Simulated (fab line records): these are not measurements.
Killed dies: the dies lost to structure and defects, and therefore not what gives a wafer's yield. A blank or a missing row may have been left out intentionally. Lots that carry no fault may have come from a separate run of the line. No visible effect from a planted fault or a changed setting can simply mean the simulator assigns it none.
The tool behind it: which one? :: flow nand harc :: 33 wafers from 11 lots sampled at 5 of the route's 1302 steps

== WHAT THE GAUGES SHOWED, per wafer ==
The record holds no reading of a measuring or inspecting step that can be judged against a usual standard deviation.

== WHAT TOOL EACH LOT RAN ON (gives the tool, then ch and the chambers of the sampled wafers, and finally the start) ==
lot: L474
NHARC_A_CHANNEL_HOLE_D1_ETCH_20: har etch-02 ch 0,1, day 8 12:31
NHARC_A_CHANNEL_HOLE_D1_ETCH_23: har etch-02 ch 0,1, day 8 14:02
NHARC_A_CHANNEL_HOLE_D1_ETCH_24: har etch-02 ch 0,1, day 8 14:45
NHARC_A_CHANNEL_HOLE_D1_ETCH_26: har etch-02 ch 0,1, day 8 16:07
NHARC_A_CHANNEL_HOLE_D1_XSEM_31: xsem-02 ch 0, day 8 17:51

lot: L476
NHARC_A_CHANNEL_HOLE_D1_ETCH_20: har etch-02 ch 0,1, day 9 13:15
NHARC_A_CHANNEL_HOLE_D1_ETCH_23: har etch-02 ch 0,1, day 9 14:38
NHARC_A_CHANNEL_HOLE_D1_ETCH_24: har etch-02 ch 0,1, day 9 15:20
NHARC_A_CHANNEL_HOLE_D1_ETCH_26: har etch-02 ch 0,1, day 9 16:54
NHARC_A_CHANNEL_HOLE_D1_XSEM_31: xsem-01 ch 0, day 9 19:04

lot: L477
NHARC_A_CHANNEL_HOLE_D1_ETCH_20: har etch-02 ch 0,1, day 9 19:28
NHARC_A_CHANNEL_HOLE_D1_ETCH_23: har etch-02 ch 0,1, day 9 20:48
NHARC_A_CHANNEL_HOLE_D1_ETCH_24: har etch-02 ch 0,1, day 9 21:29
NHARC_A_CHANNEL_HOLE_D1_ETCH_26: har etch-02 ch 0,1, day 9 23:07
NHARC_A_CHANNEL_HOLE_D1_XSEM_31: xsem-02 ch 0, day 10 00:58

lot: L482
NHARC_A_CHANNEL_HOLE_D1_ETCH_20: har etch-02 ch 0,1, day 11 22:37
NHARC_A_CHANNEL_HOLE_D1_ETCH_23: har etch-02 ch 0,1, day 11 23:55
NHARC_A_CHANNEL_HOLE_D1_ETCH_24: har etch-02 ch 0,1, day 12 00:37
NHARC_A_CHANNEL_HOLE_D1_ETCH_26: har etch-02 ch 0,1, day 12 02:16
NHARC_A_CHANNEL_HOLE_D1_XSEM_31: xsem-01 ch 0, day 12 04:05

lot: L483
NHARC_A_CHANNEL_HOLE_D1_ETCH_20: har etch-02 ch 0,1, day 12 10:22
NHARC_A_CHANNEL_HOLE_D1_ETCH_23: har etch-02 ch 0,1, day 12 11:41
NHARC_A_CHANNEL_HOLE_D1_ETCH_24: har etch-02 ch 0,1, day 12 12:23
NHARC_A_CHANNEL_HOLE_D1_ETCH_26: har etch-02 ch 0,1, day 12 14:03
NHARC_A_CHANNEL_HOLE_D1_XSEM_31: xsem-01 ch 0, day 12 15:53

lot: L486
NHARC_A_CHANNEL_HOLE_D1_ETCH_20: har etch-02 ch 0,1, day 13 03:48
NHARC_A_CHANNEL_HOLE_D1_ETCH_23: har etch-02 ch 0,1, day 13 05:08
NHARC_A_CHANNEL_HOLE_D1_ETCH_24: har etch-02 ch 0,1, day 13 05:51
NHARC_A_CHANNEL_HOLE_D1_ETCH_26: har etch-02 ch 0,1, day 13 07:28
NHARC_A_CHANNEL_HOLE_D1_XSEM_31: xsem-02 ch 0, day 13 09:18

lot: L485
NHARC_A_CHANNEL_HOLE_D1_ETCH_20: har etch-01 ch 0,1, day 13 07:26
NHARC_A_CHANNEL_HOLE_D1_ETCH_23: har etch-01 ch 0,1, day 13 08:50
NHARC_A_CHANNEL_HOLE_D1_ETCH_24: har etch-01 ch 0,1, day 13 09:32
NHARC_A_CHANNEL_HOLE_D1_ETCH_26: har etch-01 ch 0,1, day 13 11:05
NHARC_A_CHANNEL_HOLE_D1_XSEM_31: xsem-01 ch 0, day 13 13:02

lot: L487
NHARC_A_CHANNEL_HOLE_D1_ETCH_20: har etch-01 ch 0,1, day 14 01:18
NHARC_A_CHANNEL_HOLE_D1_ETCH_23: har etch-01 ch 0,1, day 14 02:37
NHARC_A_CHANNEL_HOLE_D1_ETCH_24: har etch-01 ch 0,1, day 14 03:19
NHARC_A_CHANNEL_HOLE_D1_ETCH_26: har etch-01 ch 0,1, day 14 04:58
NHARC_A_CHANNEL_HOLE_D1_XSEM_31: xsem-02 ch 0, day 14 06:47

lot: L490
NHARC_A_CHANNEL_HOLE_D1_ETCH_20: har etch-02 ch 0,1, day 15 12:47
NHARC_A_CHANNEL_HOLE_D1_ETCH_23: har etch-02 ch 0,1, day 15 14:06
NHARC_A_CHANNEL_HOLE_D1_ETCH_24: har etch-02 ch 0,1, day 15 14:47
NHARC_A_CHANNEL_HOLE_D1_ETCH_26: har etch-02 ch 0,1, day 15 16:26
NHARC_A_CHANNEL_HOLE_D1_XSEM_31: xsem-02 ch 0, day 15 18:16

lot: L492
NHARC_A_CHANNEL_HOLE_D1_ETCH_20: har etch-02 ch 0,1, day 16 07:23
NHARC_A_CHANNEL_HOLE_D1_ETCH_23: har etch-02 ch 0,1, day 16 08:42
NHARC_A_CHANNEL_HOLE_D1_ETCH_24: har etch-02 ch 0,1, day 16 09:24
NHARC_A_CHANNEL_HOLE_D1_ETCH_26: har etch-02 ch 0,1, day 16 11:03
NHARC_A_CHANNEL_HOLE_D1_XSEM_31: xsem-01 ch 0, day 16 12:58

lot: L493
NHARC_A_CHANNEL_HOLE_D1_ETCH_20: har etch-01 ch 0,1, day 16 15:47
NHARC_A_CHANNEL_HOLE_D1_ETCH_23: har etch-01 ch 0,1, day 16 17:06
NHARC_A_CHANNEL_HOLE_D1_ETCH_24: har etch-01 ch 0,1, day 16 17:47
NHARC_A_CHANNEL_HOLE_D1_ETCH_26: har etch-01 ch 0,1, day 16 19:25
NHARC_A_CHANNEL_HOLE_D1_XSEM_31: xsem-02 ch 0, day 16 21:25
- NHARC_A_CHANNEL_HOLE_D1_ETCH_20: etches the open film in C4F8/O2/Ar, time 361.9 s, target depth 1600 nm.
- NHARC_A_CHANNEL_HOLE_D1_ETCH_23: etches the open film in C4F8/O2/Ar, time 819 s, target depth 1600 nm.
- NHARC_A_CHANNEL_HOLE_D1_ETCH_24: etches the open film in C4F8/O2/Ar, time 906.2 s, target depth 1500 nm.
- NHARC_A_CHANNEL_HOLE_D1_ETCH_26: etches the open film in C4F8/O2/Ar, time 224.1 s, target depth 300 nm.
- NHARC_A_CHANNEL_HOLE_D1_XSEM_31

== AS READ BY THE TOOLS THEMSELVES (means over the sampled wafers that have a number; for cases with no such wafer, the mark the record gives instead) ==
NHARC_A_CHANNEL_HOLE_D1_ETCH_20.
lot: L474
tool: har etch-02
drypump motor current A (A): 5.4
showerhead plenum p Torr (Torr): 3.77
throttle valve pct (%): 32.159

lot: L476
tool: har etch-02
drypump motor current A (A): 5.3
showerhead plenum p Torr (Torr): 3.76
throttle valve pct (%): 32.168

lot: L477
tool: har etch-02
drypump motor current A (A): 5.4
showerhead plenum p Torr (Torr): 3.76
throttle valve pct (%): 32.150

lot: L482
tool: har etch-02
drypump motor current A (A): 5.4
showerhead plenum p Torr (Torr): 3.74
throttle valve pct (%): 32.155

lot: L483
tool: har etch-02
drypump motor current A (A): 5.4
showerhead plenum p Torr (Torr): 3.74
throttle valve pct (%): 32.153

lot: L486
tool: har etch-02
drypump motor current A (A): 5.3
showerhead plenum p Torr (Torr): 3.73
throttle valve pct (%): 32.149

lot: L485
tool: har etch-01
drypump motor current A (A): 5.1
showerhead plenum p Torr (Torr): 3.68
throttle valve pct (%): 32.157

lot: L487
tool: har etch-01
drypump motor current A (A): 5.2
showerhead plenum p Torr (Torr): 3.67
throttle valve pct (%): 32.157

lot: L490
tool: har etch-02
drypump motor current A (A): 5.4
showerhead plenum p Torr (Torr): 3.72
throttle valve pct (%): 32.153

lot: L492
tool: har etch-02
drypump motor current A (A): 5.4
showerhead plenum p Torr (Torr): 3.71
throttle valve pct (%): 32.153

lot: L493
tool: har etch-01
drypump motor current A (A): 5.2
showerhead plenum p Torr (Torr): 3.65
throttle valve pct (%): 32.151

NHARC_A_CHANNEL_HOLE_D1_ETCH_23.
lot: L474
tool: har etch-02
drypump motor current A (A): 5.4
showerhead plenum p Torr (Torr): 3.77
throttle valve pct (%): 32.157

lot: L476
tool: har etch-02
drypump motor current A (A): 5.3
showerhead plenum p Torr (Torr): 3.76
throttle valve pct (%): 32.154

lot: L477
tool: har etch-02
drypump motor current A (A): 5.4
showerhead plenum p Torr (Torr): 3.76
throttle valve pct (%): 32.161

lot: L482
tool: har etch-02
drypump motor current A (A): 5.4
showerhead plenum p Torr (Torr): 3.74
throttle valve pct (%): 32.156

lot: L483
tool: har etch-02
drypump motor current A (A): 5.4
showerhead plenum p Torr (Torr): 3.74
throttle valve pct (%): 32.162

lot: L486
tool: har etch-02
drypump motor current A (A): 5.3
showerhead plenum p Torr (Torr): 3.73
throttle valve pct (%): 32.162

lot: L485
tool: har etch-01
drypump motor current A (A): 5.2
showerhead plenum p Torr (Torr): 3.68
throttle valve pct (%): 32.156

lot: L487
tool: har etch-01
drypump motor current A (A): 5.2
showerhead plenum p Torr (Torr): 3.67
throttle valve pct (%): 32.162

lot: L490
tool: har etch-02
drypump motor current A (A): 5.4
showerhead plenum p Torr (Torr): 3.72
throttle valve pct (%): 32.151

lot: L492
tool: har etch-02
drypump motor current A (A): 5.4
showerhead plenum p Torr (Torr): 3.71
throttle valve pct (%): 32.159

lot: L493
tool: har etch-01
drypump motor current A (A): 5.2
showerhead plenum p Torr (Torr): 3.65
throttle valve pct (%): 32.146

NHARC_A_CHANNEL_HOLE_D1_ETCH_24.
lot: L474
tool: har etch-02
drypump motor current A (A): 5.4
showerhead plenum p Torr (Torr): 3.76
throttle valve pct (%): 32.229

lot: L476
tool: har etch-02
drypump motor current A (A): 5.3
showerhead plenum p Torr (Torr): 3.76
throttle valve pct (%): 32.239

lot: L477
tool: har etch-02
drypump motor current A (A): 5.4
showerhead plenum p Torr (Torr): 3.75
throttle valve pct (%): 32.239

lot: L482
tool: har etch-02
drypump motor current A (A): 5.4
showerhead plenum p Torr (Torr): 3.74
throttle valve pct (%): 32.234

lot: L483
tool: har etch-02
drypump motor current A (A): 5.4
showerhead plenum p Torr (Torr): 3.73
throttle valve pct (%): 32.237

lot: L486
tool: har etch-02
drypump motor current A (A): 5.3
showerhead plenum p Torr (Torr): 3.73
throttle valve pct (%): 32.230

lot: L485
tool: har etch-01
drypump motor current A (A): 5.1
showerhead plenum p Torr (Torr): 3.67
throttle valve pct (%): 32.223

lot: L487
tool: har etch-01
drypump motor current A (A): 5.2
showerhead plenum p Torr (Torr): 3.67
throttle valve pct (%): 32.222

lot: L490
tool: har etch-02
drypump motor current A (A): 5.4
showerhead plenum p Torr (Torr): 3.71
throttle valve pct (%): 32.236

lot: L492
tool: har etch-02
drypump motor current A (A): 5.4
showerhead plenum p Torr (Torr): 3.71
throttle valve pct (%): 32.227

lot: L493
tool: har etch-01
drypump motor current A (A): 5.2
showerhead plenum p Torr (Torr): 3.65
throttle valve pct (%): 32.236

NHARC_A_CHANNEL_HOLE_D1_ETCH_26.
lot: L474
tool: har etch-02
drypump motor current A (A): 5.4
showerhead plenum p Torr (Torr): 3.82
throttle valve pct (%): 24.570

lot: L476
tool: har etch-02
drypump motor current A (A): 5.3
showerhead plenum p Torr (Torr): 3.81
throttle valve pct (%): 24.579

lot: L477
tool: har etch-02
drypump motor current A (A): 5.4
showerhead plenum p Torr (Torr): 3.81
throttle valve pct (%): 24.588

lot: L482
tool: har etch-02
drypump motor current A (A): 5.4
showerhead plenum p Torr (Torr): 3.79
throttle valve pct (%): 24.592

lot: L483
tool: har etch-02
drypump motor current A (A): 5.4
showerhead plenum p Torr (Torr): 3.79
throttle valve pct (%): 24.581

lot: L486
tool: har etch-02
drypump motor current A (A): 5.3
showerhead plenum p Torr (Torr): 3.78
throttle valve pct (%): 24.593

lot: L485
tool: har etch-01
drypump motor current A (A): 5.2
showerhead plenum p Torr (Torr): 3.72
throttle valve pct (%): 24.582

lot: L487
tool: har etch-01
drypump motor current A (A): 5.2
showerhead plenum p Torr (Torr): 3.72
throttle valve pct (%): 24.591

lot: L490
tool: har etch-02
drypump motor current A (A): 5.4
showerhead plenum p Torr (Torr): 3.76
throttle valve pct (%): 24.586

lot: L492
tool: har etch-02
drypump motor current A (A): 5.4
showerhead plenum p Torr (Torr): 3.76
throttle valve pct (%): 24.576

lot: L493
tool: har etch-01
drypump motor current A (A): 5.1
showerhead plenum p Torr (Torr): 3.70
throttle valve pct (%): 24.584

NHARC_A_CHANNEL_HOLE_D1_XSEM_31.
lot: L474
tool: xsem-02
bot cd nm (nm): 76.3
bow nm (nm): 8.35
tilt deg (degrees): 0.06

lot: L476
tool: xsem-01
bot cd nm (nm): 76.2
bow nm (nm): 8.36
tilt deg (degrees): 0.09

lot: L477
tool: xsem-02
bot cd nm (nm): 75.3
bow nm (nm): 8.82
tilt deg (degrees): 0.15

lot: L482
tool: xsem-01
bot cd nm (nm): 76.1
bow nm (nm): 8.55
tilt deg (degrees): 0.10

lot: L483
tool: xsem-01
bot cd nm (nm): 75.6
bow nm (nm): 8.76
tilt deg (degrees): 0.13

lot: L486
tool: xsem-02
bot cd nm (nm): 75.1
bow nm (nm): 8.10
tilt deg (degrees): 0.11

lot: L485
tool: xsem-01
bot cd nm (nm): 75.9
bow nm (nm): 8.88
tilt deg (degrees): 0.12

lot: L487
tool: xsem-02
bot cd nm (nm): 73.4
bow nm (nm): 8.76
tilt deg (degrees): 0.00

lot: L490
tool: xsem-02
bot cd nm (nm): 76.5
bow nm (nm): 14.49
tilt deg (degrees): 0.04

lot: L492
tool: xsem-01
bot cd nm (nm): 74.4
bow nm (nm): 13.67
tilt deg (degrees): 0.09

lot: L493
tool: xsem-02
bot cd nm (nm): 74.1
bow nm (nm): 9.10
tilt deg (degrees): 0.07

== THE ANSWER, worked out from the rows above alone ==
Rule: usual is defined by the lots themselves. The widest of any qualifying gaps counts: lots, ordered by their means at a reading, are off when they make up no more than a third of the lots, leave a main group of 4 or more, and stand apart from it by 3 or more times the standard deviation of that group's means. A main group is skipped when, at the precision printed for the reading in the tables above, its means are all equal. A lot without any number at a reading at which 4 lots or more have one is off too. Where the step has rows for the other lots, those lots are counted as sound. First the gauges in route order, then the tools' own readings, where a lot's mean is used as printed above. The first step at which some lot is off is used, and at that step the reading that is off furthest; a lot without a number counts as furthest.
Off: L490, L492 (NHARC_A_CHANNEL_HOLE_D1_XSEM_31, bow nm). For the main group the mean is 8.63 nm and the standard deviation 0.3.
A tool fits if, at that step or a process step before it, it ran every lot that is off, and no sound lot after the first of them. One fits: har etch-02 at NHARC_A_CHANNEL_HOLE_D1_ETCH_20 and NHARC_A_CHANNEL_HOLE_D1_ETCH_23 and NHARC_A_CHANNEL_HOLE_D1_ETCH_24 and NHARC_A_CHANNEL_HOLE_D1_ETCH_26. At NHARC_A_CHANNEL_HOLE_D1_ETCH_20 its last sound lot is L486 (day 13 03:48), its first lot that is off L490 (day 15 12:47): a fault that began between those two fits.

== WHAT HAD BEEN PUT IN BY THE SIMULATOR ==
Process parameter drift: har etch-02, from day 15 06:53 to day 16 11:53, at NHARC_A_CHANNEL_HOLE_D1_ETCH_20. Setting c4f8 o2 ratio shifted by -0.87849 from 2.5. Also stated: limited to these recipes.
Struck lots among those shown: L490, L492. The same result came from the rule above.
